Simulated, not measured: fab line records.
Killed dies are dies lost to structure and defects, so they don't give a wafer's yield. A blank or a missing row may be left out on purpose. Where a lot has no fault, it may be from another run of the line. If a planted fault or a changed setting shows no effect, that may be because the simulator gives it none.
fab line records + flow nand_harc
[record]
- lots = 6
- wafers = 18
- last_day = 25
route steps=1159 shown P_STI@93 P_GATE@110 END@1159
lots that met no fault: from a run of the same line without faults
start_h: start of the lot's first displayed wafer, in hours after the record's first day + wait_h: hours elapsed since this lot's preceding step + " the same as in the row above + L1.1+2: one row covering several wafers at once + - no value, or no start was given + * or withheld: withheld + < > ~ a bound
route shown NAME@n: NAME is a module with steps in the file, n the number in the route of the first one + usual: the fault-free wafers' mean and standard deviation + same: alike in all rows + chamber/n: place in a boat + sites: each site's reading + _std_site: their standard deviation + _edge_site: inner sites' mean taken away from outer sites' mean + radius_mm: for every site, how far away it sits from the centre of the wafer + mask NAME#n: copy n + behind: the most recent tool/chamber to have shaped the wafer + hold: why the lot was held/for how many hours/how that ended + device: whichever transistor did not switch (one of n, p or np) + end of line: tests run on the same wafers once the route is complete + where a step has no rows: the recipe by itself + killed: dies that structure and defects cost at the first sort, which is not the same as the wafer's yield + map: dies across one wafer; x = killed, . = not, _ = none there
set.NAME: the setting that was run; set.NAME@STEP: the one run at that earlier step + model.NAME: the simulator's own value behind a step, which no gauge read
a table for each step, a row for each wafer; lots at some steps of the route
services: the hour from which a tool's chamber was out of use, counted from the record's first day as start_h (under 0 if before that day), plus the number of hours and why
[[steps]]
[step NHARC_P_STI_STRIP_19]
[recipe]
- time_s = 900
- temp_c = 130
- chemistry = SPM
[step NHARC_P_STI_PRECLEAN_32]
[recipe]
- time_s = *
- temp_c = 50
- bath_age_min = 0
- chemistry = SC1
[step NHARC_P_STI_SRD_23]
[step NHARC_P_STI_OCD_MEAS_43]
[usual]
- trench_depth_nm = 303/4.4
- trench_foot_cd_nm = 157.2/2.9
| lot.wafer | tool   | chamber | start_h | wait_h | trench_depth_nm | trench_foot_cd_nm |
|-----------|--------|---------|---------|--------|-----------------|-------------------|
| L833.4    | ocd-01 | -       | 43.73   | -      | 304             | 158.7             |
| L833.5    | "      | -       | "       | "      | 305             | 158.6             |
| L833.6    | "      | -       | "       | "      | 300             | 159.0             |
| L841.1    | ocd-01 | -       | 92.14   | -      | 308             | 154.8             |
| L841.2    | "      | -       | "       | "      | 306             | 157.8             |
| L841.3    | "      | -       | "       | "      | 303             | 155.9             |
| L843.1    | ocd-02 | -       | 99.13   | -      | 298             | 162.4             |
| L843.4    | "      | -       | "       | "      | 299             | 158.7             |
| L843.5    | "      | -       | "       | "      | 298             | 159.0             |
| L845.2    | ocd-02 | -       | 114.15  | -      | 301             | 156.6             |
| L845.3    | "      | -       | "       | "      | 298             | 157.7             |
| L845.4    | "      | -       | "       | "      | 302             | 159.4             |
| L854.2    | ocd-01 | -       | 168.40  | -      | 304             | 150.8             |
| L854.3    | "      | -       | "       | "      | 299             | 160.1             |
| L854.5    | "      | -       | "       | "      | 301             | 153.4             |
| L855.2    | ocd-01 | -       | 174.35  | -      | 295             | 161.1             |
| L855.3    | "      | -       | "       | "      | 307             | 156.3             |
| L855.6    | "      | -       | "       | "      | 300             | 158.9             |
[step NHARC_P_STI_OXIDE_33]
[recipe]
- target_thk_a = 100
- temp_c = 1000
- ox_time_s = 281
- material = SiO2
[step NHARC_P_STI_HDPCVD_20]
[recipe]
- target_thk_a = withheld
- sigma_open_frac = withheld
- material = SiO2
[step NHARC_P_STI_ANNEAL_34]
[recipe]
- temp_c = 1000
- time_s = 1800
[step NHARC_P_STI_CMP_21]
[recipe]
- t_overpolish_s = 20
- target_thk_nm = 380.67
[usual]
- motor_current_A = 12.2/1.1
- overpolish_run_s = 20.001/0.0081
| lot.wafer | tool   | chamber | start_h | wait_h | motor_current_A | overpolish_run_s |
|-----------|--------|---------|---------|--------|-----------------|------------------|
| L833.4    | cmp-02 | 2       | 61.33   | 0.4    | 11.0            | 20.011           |
| L833.5    | "      | 0       | "       | "      | 10.6            | 20.006           |
| L833.6    | "      | 1       | "       | "      | 12.7            | 20.000           |
| L841.3    | cmp-03 | 1       | 113.83  | 0.4    | 12.3            | 20.011           |
| L841.2    | "      | 2       | "       | "      | 14.0            | 19.991           |
| L841.1    | "      | 3       | "       | "      | 11.4            | 19.997           |
| L843.1    | cmp-03 | 2       | 122.05  | 0.4    | 12.9            | 20.009           |
| L843.4    | "      | 3       | "       | "      | 11.3            | 20.016           |
| L843.5    | "      | 1       | "       | "      | 12.6            | 20.005           |
| L845.4    | cmp-01 | 3       | 133.55  | 0.4    | 11.2            | 20.004           |
| L845.2    | "      | 0       | "       | "      | 11.7            | 20.009           |
| L845.3    | "      | 2       | "       | "      | 14.7            | 19.998           |
| L854.2    | cmp-01 | 3       | 184.40  | 0.5    | 11.1            | 20.004           |
| L854.3    | "      | 0       | "       | "      | 12.0            | 19.990           |
| L854.5    | "      | 3       | "       | "      | 11.3            | 20.008           |
| L855.3    | cmp-03 | 1       | 191.97  | 0.4    | 12.8            | 19.987           |
| L855.2    | "      | 2       | "       | "      | 12.8            | 19.998           |
| L855.6    | "      | 1       | "       | "      | 11.9            | 20.011           |
[step NHARC_P_STI_SRD_35]
[step NHARC_P_STI_ETCH_36]
[recipe]
- target_depth_a = 388
- chemistry = dHF
- material = SiO2
[step NHARC_P_STI_STRIP_24]
[recipe]
- temp_c = 160
- chemistry = H3PO4
- material = Si3N4
[step NHARC_P_STI_ETCH_37]
[recipe]
- target_depth_a = 110
- chemistry = dHF
- material = SiO2
| lot.wafer  | tool         | chamber | start_h | wait_h |
|------------|--------------|---------|---------|--------|
| L833.4+6+5 | wet_bench-02 | 4,7,0   | 61.66   | -      |
| L841.1+2+3 | wet_bench-07 | 4,5,1   | 114.20  | -      |
| L843.4+5+1 | wet_bench-02 | 3,5,6   | 122.40  | -      |
| L845.3+2+4 | wet_bench-02 | 0,1,4   | 133.92  | -      |
| L854.3+2+5 | wet_bench-01 | 2,4,7   | 184.78  | -      |
| L855.6+2+3 | wet_bench-07 | 5,6,1   | 192.35  | -      |
[step NHARC_P_STI_PRECLEAN_38]
[recipe]
- time_s = *
- temp_c = 50
- bath_age_min = 0
- chemistry = SC1
[step NHARC_P_STI_SRD_39]
[step NHARC_P_STI_OXIDE_40]
[recipe]
- target_thk_a = 100
- temp_c = 900
- ox_time_s = 1362
- material = SiO2
[step NHARC_P_STI_INSPECT_25]
[usual]
- raw_defect_count = 231/87
| lot.wafer | tool              | chamber | start_h | wait_h | raw_defect_count |
|-----------|-------------------|---------|---------|--------|------------------|
| L833.4    | defect_inspect-01 | -       | 69.75   | 0.4    | 159              |
| L833.5    | "                 | -       | "       | "      | 177              |
| L833.6    | "                 | -       | "       | "      | 221              |
| L841.1    | defect_inspect-02 | -       | 127.77  | 0.4    | 176              |
| L841.2    | "                 | -       | "       | "      | 137              |
| L841.3    | "                 | -       | "       | "      | 213              |
| L843.1    | defect_inspect-01 | -       | 127.78  | 0.4    | 756              |
| L843.4    | "                 | -       | "       | "      | 713              |
| L843.5    | "                 | -       | "       | "      | 808              |
| L845.2    | defect_inspect-02 | -       | 142.07  | 0.4    | 801              |
| L845.3    | "                 | -       | "       | "      | 714              |
| L845.4    | "                 | -       | "       | "      | 706              |
| L854.2    | defect_inspect-02 | -       | 192.77  | 0.4    | 242              |
| L854.3    | "                 | -       | "       | "      | 203              |
| L854.5    | "                 | -       | "       | "      | 284              |
| L855.2    | defect_inspect-02 | -       | 200.45  | 0.4    | 275              |
| L855.3    | "                 | -       | "       | "      | 202              |
| L855.6    | "                 | -       | "       | "      | 230              |
[step NHARC_P_GATE_ETCH_69]
[recipe]
- target_depth_a = 140
- chemistry = dHF
- material = SiO2
[step NHARC_P_GATE_PRECLEAN_70]
[recipe]
- time_s = *
- temp_c = 50
- bath_age_min = 0
- chemistry = SC1
[step NHARC_P_GATE_SRD_01]
[step NHARC_P_GATE_OXIDE_02]
[recipe]
- target_thk_a = 375
- temp_c = 950
- p_h2o_torr = 720
- ox_time_s = 365
- material = SiO2
[step NHARC_P_GATE_DEHYDRATE_03]
[recipe]
- temp_c = 150
- time_s = 120
[step NHARC_P_GATE_HMDS_04]
[recipe]
- time_s = 30
[step NHARC_P_GATE_COAT_05]
[recipe]
- spin_rpm = 4690
[step NHARC_P_GATE_SOFTBAKE_06]
[recipe]
- temp_c = 122
- time_s = 95
[step NHARC_P_GATE_EBR_07]
[step NHARC_P_GATE_EXPOSE_08]
[recipe]
- na = 0.6
- dose_mj = 16.75
- mask_id = P_HV
[step NHARC_P_GATE_PEB_09]
[recipe]
- peb_temp_c = 118
- peb_time_s = 85
[step NHARC_P_GATE_DEVELOP_10]
[recipe]
- time_s = 70
[step NHARC_P_GATE_CD_MEAS_11]
[recipe]
- target_cd_nm = 1640
- landing_energy_ev = 500
[usual]
- cd_nm = 1638.9/1.8
| lot.wafer | tool      | chamber | start_h | wait_h | cd_nm  |
|-----------|-----------|---------|---------|--------|--------|
| L833.4    | cd_sem-01 | 0       | 77.88   | -      | 1637.5 |
| L833.5    | "         | 0       | "       | "      | 1639.6 |
| L833.6    | "         | 0       | "       | "      | 1638.4 |
| L841.1    | cd_sem-03 | 0       | 136.08  | -      | 1638.3 |
| L841.2    | "         | 0       | "       | "      | 1638.4 |
| L841.3    | "         | 0       | "       | "      | 1637.8 |
| L843.1    | cd_sem-03 | 0       | 136.24  | -      | 1638.4 |
| L843.4    | "         | 0       | "       | "      | 1642.1 |
| L843.5    | "         | 0       | "       | "      | 1640.2 |
| L845.2    | cd_sem-02 | 0       | 150.12  | -      | 1640.1 |
| L845.3    | "         | 0       | "       | "      | 1638.4 |
| L845.4    | "         | 0       | "       | "      | 1639.7 |
| L854.2    | cd_sem-02 | 0       | 201.10  | -      | 1637.7 |
| L854.3    | "         | 0       | "       | "      | 1638.5 |
| L854.5    | "         | 0       | "       | "      | 1637.7 |
| L855.2    | cd_sem-03 | 0       | 208.39  | -      | 1636.9 |
| L855.3    | "         | 0       | "       | "      | 1636.8 |
| L855.6    | "         | 0       | "       | "      | 1637.4 |
[step NHARC_P_GATE_HARDBAKE_12]
[recipe]
- temp_c = 125
- time_s = 80
[step NHARC_P_GATE_DESCUM_13]
[recipe]
- time_s = 3
- o2_flow_sccm = 200
- ar_flow_sccm = 0
- bias_power_w = 0
- chemistry = O2
[usual]
- drypump_motor_current_A = 5.6/0.53
- oes_product_au = 1.004/0.02
- rf_vpp_V = 57.8/0.88
- showerhead_plenum_p_Torr = 1.92/0.073
- throttle_valve_pct = 11.312/0.0092
| lot.wafer | tool        | chamber | start_h | wait_h | drypump_motor_current_A | oes_product_au | rf_hours_counter_h | rf_vpp_V | showerhead_plenum_p_Torr | throttle_valve_pct |
|-----------|-------------|---------|---------|--------|-------------------------|----------------|--------------------|----------|--------------------------|--------------------|
| L833.4    | rie_diel-12 | 2       | 78.05   | -      | 6.1                     | 0.984          | 15                 | 56.0     | 2.04                     | 11.287             |
| L833.5    | "           | 1       | "       | "      | 5.9                     | 1.007          | -                  | 57.1     | 1.86                     | 11.308             |
| L833.6    | "           | 2       | "       | "      | 6.1                     | 0.986          | -                  | 57.3     | 2.04                     | 11.319             |
| L841.3    | rie_diel-12 | 0       | 136.33  | -      | 5.6                     | 0.971          | 33                 | 57.1     | 1.98                     | 11.307             |
| L841.1    | "           | 1       | "       | "      | 5.9                     | 0.988          | 33                 | 57.7     | 1.86                     | 11.304             |
| L841.2    | "           | 2       | "       | "      | 6.1                     | 0.973          | 34                 | 58.0     | 2.03                     | 11.321             |
| L843.1    | rie_diel-12 | 1       | 136.43  | -      | 5.9                     | 0.976          | 33                 | 56.8     | 1.86                     | 11.318             |
| L843.4    | "           | 2       | "       | "      | 6.1                     | 0.978          | 34                 | 58.5     | 2.03                     | 11.302             |
| L843.5    | "           | 3       | "       | "      | 5.3                     | 0.989          | -                  | 59.1     | 1.97                     | 11.302             |
| L845.4    | rie_diel-12 | 3       | 150.27  | -      | 5.3                     | 0.996          | 40                 | 57.5     | 1.97                     | 11.311             |
| L845.2    | "           | 0       | "       | "      | 5.6                     | 0.970          | 38                 | 58.9     | 1.98                     | 11.304             |
| L845.3    | "           | 2       | "       | "      | 6.1                     | 0.971          | 39                 | 57.9     | 2.03                     | 11.310             |
| L854.3    | rie_diel-10 | 0       | 201.25  | -      | 5.3                     | 1.005          | 5                  | 58.0     | 1.98                     | 11.298             |
| L854.2    | "           | 1       | "       | "      | 6.8                     | 1.038          | 4                  | 58.7     | 1.88                     | 11.314             |
| L854.5    | "           | 1       | "       | "      | 6.7                     | 1.041          | -                  | 57.8     | 1.88                     | 11.317             |
| L855.3    | rie_diel-10 | 2       | 208.56  | -      | 5.3                     | 1.025          | 7                  | 55.9     | 1.78                     | 11.313             |
| L855.2    | "           | 3       | "       | "      | 5.5                     | 0.986          | 8                  | 55.4     | 1.82                     | 11.317             |
| L855.6    | "           | 1       | "       | "      | 6.7                     | 1.037          | -                  | 58.4     | 1.88                     | 11.307             |
[step NHARC_P_GATE_ETCH_14]
[recipe]
- target_depth_a = 488
- chemistry = dHF
- material = SiO2
[step NHARC_P_GATE_STRIP_15]
[recipe]
- time_s = 780
- temp_c = 130
- chemistry = SPM
[step NHARC_P_GATE_PRECLEAN_71]
[recipe]
- time_s = *
- temp_c = 50
- bath_age_min = 0
- chemistry = SC1
[step NHARC_P_GATE_SRD_72]
[step NHARC_P_GATE_OXIDE_16]
[recipe]
- target_thk_a = 30
- temp_c = 875
- ox_time_s = 392
- material = SiO2
[step NHARC_P_GATE_CVD_17]
[recipe]
- target_thk_a = 1500
- temp_c = 620
- time_s = 900
- material = poly-Si
[step NHARC_P_GATE_HM_DEP_102]
[recipe]
- target_thk_a = 1200
- temp_c = 400
- material = aC
[usual]
- throttle_valve_pct = 35.000/0.0093
| lot.wafer | tool       | chamber | start_h | wait_h | throttle_valve_pct |
|-----------|------------|---------|---------|--------|--------------------|
| L833.4    | acl_dep-03 | 0       | 93.21   | 0.7    | 35.002             |
| L833.5    | "          | 0       | "       | "      | 35.001             |
| L833.6    | "          | 0       | "       | "      | 34.995             |
| L841.1    | acl_dep-02 | 0       | 148.38  | 0.4    | 35.004             |
| L841.2    | "          | 0       | "       | "      | 35.010             |
| L841.3    | "          | 0       | "       | "      | 34.996             |
| L843.1    | acl_dep-03 | 0       | 148.79  | 0.8    | 35.003             |
| L843.4    | "          | 0       | "       | "      | 35.002             |
| L843.5    | "          | 0       | "       | "      | 34.988             |
| L845.2    | acl_dep-01 | 0       | 163.03  | 1.0    | 35.004             |
| L845.3    | "          | 0       | "       | "      | 34.997             |
| L845.4    | "          | 0       | "       | "      | 35.001             |
| L854.2    | acl_dep-03 | 0       | 216.81  | 1.1    | 35.008             |
| L854.3    | "          | 0       | "       | "      | 35.013             |
| L854.5    | "          | 0       | "       | "      | 35.013             |
| L855.2    | acl_dep-01 | 0       | 220.96  | 0.5    | 34.998             |
| L855.3    | "          | 0       | "       | "      | 34.997             |
| L855.6    | "          | 0       | "       | "      | 35.004             |
[step NHARC_P_GATE_DEP_103]
[recipe]
- target_thk_a = 300
- target_thk_nm = 30
- temp_c = 400
- flow_sccm = 200
- rf_w = 350
- material = SiON
[usual]
- heater_power_w = 734/70
| lot.wafer | tool     | chamber | start_h | wait_h | heater_power_w |
|-----------|----------|---------|---------|--------|----------------|
| L833.5    | pecvd-02 | 2       | 93.67   | 0.2    | 743            |
| L833.4    | "        | 0       | "       | "      | 630            |
| L833.6    | "        | 1       | "       | "      | 767            |
| L841.2    | pecvd-04 | 0       | 149.05  | 0.5    | 808            |
| L841.3    | "        | 1       | "       | "      | 784            |
| L841.1    | "        | 2       | "       | "      | 738            |
| L843.1    | pecvd-03 | 1       | 149.49  | 0.6    | 872            |
| L843.5    | "        | 2       | "       | "      | 763            |
| L843.4    | "        | 0       | "       | "      | 721            |
| L845.3    | pecvd-04 | 2       | 163.62  | 0.4    | 734            |
| L845.2    | "        | 0       | "       | "      | 779            |
| L845.4    | "        | 0       | "       | "      | 788            |
| L854.2    | pecvd-02 | 0       | 217.37  | 0.5    | 691            |
| L854.3    | "        | 2       | "       | "      | 664            |
| L854.5    | "        | 0       | "       | "      | 678            |
| L855.2    | pecvd-04 | 0       | 221.55  | 0.5    | 858            |
| L855.3    | "        | 1       | "       | "      | 760            |
| L855.6    | "        | 0       | "       | "      | 883            |
[step NHARC_P_GATE_DEHYDRATE_18]
[recipe]
- temp_c = 150
- time_s = 120
[step NHARC_P_GATE_HMDS_19]
[recipe]
- time_s = 30
[step NHARC_P_GATE_INSPECT_28]
[usual]
- raw_defect_count = 7/3.6
| lot.wafer | tool              | chamber | start_h | wait_h | raw_defect_count |
|-----------|-------------------|---------|---------|--------|------------------|
| L833.4    | defect_inspect-01 | -       | 94.26   | 0.0    | 11               |
| L833.5    | "                 | -       | "       | "      | 6                |
| L833.6    | "                 | -       | "       | "      | 7                |
| L841.1    | defect_inspect-01 | -       | 149.85  | 0.0    | 6                |
| L841.2    | "                 | -       | "       | "      | 11               |
| L841.3    | "                 | -       | "       | "      | 11               |
| L843.1    | defect_inspect-02 | -       | 150.29  | 0.0    | 579              |
| L843.4    | "                 | -       | "       | "      | 544              |
| L843.5    | "                 | -       | "       | "      | 551              |
| L845.2    | defect_inspect-02 | -       | 164.26  | 0.0    | 545              |
| L845.3    | "                 | -       | "       | "      | 537              |
| L845.4    | "                 | -       | "       | "      | 563              |
| L854.2    | defect_inspect-02 | -       | 218.18  | 0.0    | 8                |
| L854.3    | "                 | -       | "       | "      | 3                |
| L854.5    | "                 | -       | "       | "      | 13               |
| L855.2    | defect_inspect-01 | -       | 222.35  | 0.0    | 9                |
| L855.3    | "                 | -       | "       | "      | 8                |
| L855.6    | "                 | -       | "       | "      | 5                |
[step NHARC_P_GATE_INSPECT_68]
[usual]
- raw_defect_count = 221/84
| lot.wafer | tool              | chamber | start_h | wait_h | raw_defect_count |
|-----------|-------------------|---------|---------|--------|------------------|
| L833.4    | defect_inspect-01 | -       | 112.40  | 0.1    | 187              |
| L833.5    | "                 | -       | "       | "      | 166              |
| L833.6    | "                 | -       | "       | "      | 258              |
| L843.1    | defect_inspect-01 | -       | 169.17  | 0.2    | 793              |
| L843.4    | "                 | -       | "       | "      | 709              |
| L843.5    | "                 | -       | "       | "      | 790              |
| L841.1    | defect_inspect-01 | -       | 170.71  | 0.2    | 212              |
| L841.2    | "                 | -       | "       | "      | 140              |
| L841.3    | "                 | -       | "       | "      | 225              |
| L845.2    | defect_inspect-01 | -       | 183.22  | 0.1    | 715              |
| L845.3    | "                 | -       | "       | "      | 753              |
| L845.4    | "                 | -       | "       | "      | 699              |
| L854.2    | defect_inspect-02 | -       | 236.80  | 0.1    | 221              |
| L854.3    | "                 | -       | "       | "      | 209              |
| L854.5    | "                 | -       | "       | "      | 279              |
| L855.2    | defect_inspect-01 | -       | 241.07  | 0.1    | 282              |
| L855.3    | "                 | -       | "       | "      | 181              |
| L855.6    | "                 | -       | "       | "      | 208              |
[step NHARC_END_SORT_01]
[recipe]
- temp_c = 25
[usual]
- killed_at_array = 28/11
- killed_at_other = 0.5/0.87
- killed_at_periphery = 2.9/2.2
- killed_dies = 32/11
- killed_open = 3.2/1.9
- killed_short = 1.8/1.4
[same]
- gross_dies = 677
| lot.wafer | tool      | chamber | start_h | wait_h | killed_at_array | killed_at_other | killed_at_periphery | killed_dies | killed_open | killed_short |
|-----------|-----------|---------|---------|--------|-----------------|-----------------|---------------------|-------------|-------------|--------------|
| L843.1    | prober-02 | 0       | 491.36  | 2.5    | 27              | 1               | 53                  | 81          | 2           | 2            |
| L843.4    | prober-02 | 0       | 493.74  | 3.4    | 34              | 0               | 47                  | 81          | 4           | 1            |
| L843.5    | prober-02 | 0       | 494.53  | 3.7    | 30              | 0               | 88                  | 118         | 0           | 2            |
| L845.2    | prober-01 | 0       | 501.53  | 2.8    | 34              | 0               | 88                  | 122         | 1           | 0            |
| L845.3    | prober-01 | 0       | 502.33  | 3.1    | 23              | 1               | 85                  | 109         | 3           | 3            |
| L845.4    | prober-01 | 0       | 503.13  | 3.4    | 39              | 0               | 76                  | 115         | 5           | 3            |
// killed by level:class
L843.1 P_STI:unspecified=52 A_CHANNEL_HOLE_D1:chamber_film_flake=15 A_SLIT:chamber_film_flake=7 A_CONTACT:chamber_film_flake=2 A_BLC:geometric_particle:short=1 A_M0:geometric_particle:short=1 A_M1:geometric_particle:open=1 P_M2:chamber_film_flake=1
L843.4 P_STI:unspecified=45 A_CHANNEL_HOLE_D1:chamber_film_flake=16 A_SLIT:chamber_film_flake=10 A_M0:geometric_particle:open=3 A_STAIRCASE:chamber_film_flake=2 A_CHANNEL_FILL_D1:geometric_particle:short=1 A_CONTACT:geometric_particle:open=1 P_M1:chamber_film_flake=1
L843.5 P_STI:unspecified=85 A_SLIT:chamber_film_flake=14 A_CHANNEL_HOLE_D1:chamber_film_flake=8 A_STAIRCASE:chamber_film_flake=4 P_M2:chamber_film_flake=2 A_CONTACT:chamber_film_flake=2 A_CHANNEL_FILL_D1:geometric_particle:short=1 A_CONTACT:geometric_particle:short=1
L845.2 P_STI:unspecified=86 A_CHANNEL_HOLE_D1:chamber_film_flake=13 A_SLIT:chamber_film_flake=12 A_CONTACT:chamber_film_flake=6 A_STAIRCASE:chamber_film_flake=2 A_M0:geometric_particle:open=1 P_GATE:chamber_film_flake=1 P_M1:chamber_film_flake=1
L845.3 P_STI:unspecified=80 A_SLIT:chamber_film_flake=8 A_CONTACT:chamber_film_flake=6 A_CHANNEL_HOLE_D1:chamber_film_flake=4 P_STI:chamber_film_flake=3 P_GATE:chamber_film_flake=2 A_ONON_D1:geometric_particle:open=1 A_ONON_D1:geometric_particle:short=1
L845.4 P_STI:unspecified=74 A_CHANNEL_HOLE_D1:chamber_film_flake=11 A_SLIT:chamber_film_flake=10 A_CONTACT:chamber_film_flake=4 A_STAIRCASE:chamber_film_flake=4 A_SGD_CUT:geometric_particle:short=2 A_BLC:chamber_film_flake=2 P_CONTACT:geometric_particle:open=1
// map L843.5 (x killed, . not)
____________.____________
_________......._________
_______..........._______
______.............______
_____..............._____
____.................____
____.................____
___...................___
___...................___
__.....................__
__.....................__
_......................._
_...............x......._
_...........x..........._
_......................._
_......................._
.........................
....x...x..x.x...........
.....xxx.x...............
.x...xxxxx.x.x...........
....xxxxxx.x.........x...
_xx.xxxxxxx..x.....x...._
_..xxxxxxxxx..x..x......_
_..xxxxxxxx..xx........._
_..xxxxxxxx...xx........_
_..xxxxxxxx.x..........._
__xxxxxxxxx.x..........__
__..xxxxxxxx.xx........__
___xxxxxxx............___
___..xx.xxx.........x.___
____x.x.x.........x..____
____x................____
_____.....x.x......._____
______..x..........______
_______..........._______
_________......._________
____________.____________
// map L845.2 (x killed, . not)
____________.____________
_________......._________
_______..........._______
______.............______
_____..............._____
____..........x......____
____.................____
___...............x...___
___...................___
__...............x.....__
__.x.xxx...............__
_...xxxxx.......x......._
_.xxxxxxxxx............._
_.xxxxxxxx.............._
_.xxxxxxxx...xx........._
_.xxxxxxxxx..x.........._
..xxxxxxxx...............
...xxxxxxxxx...x.........
..xxxxxxxx....x..........
...xxxxxx...x............
.x.xxxxxx................
_...xxxxxx..x..x........_
_...........xx.x........_
_...x.......x.xx........_
_...........xx.xx......._
_........x.xxxx........._
__...........xxx.......__
__.........x...........__
___...................___
___.........x.........___
____.................____
____.............x...____
_____..............._____
______......x......______
_______..........._______
_________......._________
____________.____________
[[services]]
| tool         | chamber | start_h | hours | kind   |
|--------------|---------|---------|-------|--------|
| acl_dep-03   | -       | 42.06   | 13.0  | pm     |
| rie_diel-12  | -       | 45.91   | 0.2   | repair |
| cmp-03       | -       | 58.67   | 4.0   | pm     |
| wet_bench-07 | -       | 64.42   | 7.3   | repair |
| rie_diel-12  | -       | 66.02   | 1.1   | repair |
| cmp-01       | -       | 81.50   | 4.0   | pm     |
| rie_diel-10  | 0       | 95.88   | 4.9   | repair |
| wet_bench-07 | -       | 96.07   | 8.0   | pm     |
| rie_diel-10  | 3       | 97.00   | 3.0   | repair |
| rie_diel-12  | 0       | 102.75  | 2.9   | repair |
| acl_dep-01   | -       | 111.37  | 13.0  | pm     |
| cmp-03       | -       | 122.38  | 1.2   | repair |
| cmp-01       | -       | 135.54  | 1.1   | repair |
| rie_diel-12  | 2       | 143.75  | 1.7   | repair |
| pecvd-02     | -       | 153.01  | 13.0  | pm     |
| cmp-03       | -       | 156.80  | 4.0   | pm     |
| rie_diel-10  | -       | 176.51  | 9.0   | pm     |
| cmp-01       | -       | 179.50  | 4.0   | pm     |
| wet_bench-02 | -       | 180.00  | 8.0   | pm     |
| pecvd-04     | -       | 195.09  | 13.0  | pm     |
| rie_diel-12  | -       | 197.12  | 5.7   | repair |
| rie_diel-12  | -       | 202.83  | 9.0   | pm     |
| pecvd-02     | -       | 209.51  | 1.1   | repair |
| cmp-03       | -       | 212.21  | 0.8   | repair |
[[key]]
[first_sign]
- step = NHARC_P_STI_INSPECT_25
- reading = raw_defect_count
- direction = up
- sigmas = 6
- usual = 231
- struck = 750
[effect]
- step = NHARC_P_GATE_INSPECT_28
- reading = raw_defect_count
- direction = up
- sigmas = 99+
- usual = 7
- struck = 553
[effect]
- step = NHARC_P_GATE_INSPECT_68
- reading = raw_defect_count
- direction = up
- sigmas = 6.2
- usual = 221
- struck = 743
[effect]
- step = NHARC_END_SORT_01
- reading = killed_at_periphery
- direction = up
- sigmas = 32
- usual = 2.9
- struck = 72.8
[more_kills_born_at]
- NHARC_P_STI_ETCH_37@wet_bench-02 = 422
met_at NHARC_P_STI_ETCH_37
struck_wafers L843.1,L843.4,L843.5,L845.2,L845.3,L845.4
tester_left_out L843,L845
onset_between 61.66 122.40
[fault]
- kind = chamber_particle_source
- tool = wet_bench-02
- chamber = -
- onset_h = 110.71
- steps = NHARC_P_STI_ETCH_37
- rate_per_visit_cm2 = 0.86519
- end_h = 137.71
// tester_left_out: of these lots the tester's yield and bins aren't shown, on N5 and GAA mostly nor the transistor test; their killed dies are dies lost to structure and defects alone, not to doping, threshold or leakage, so they don't give the yield
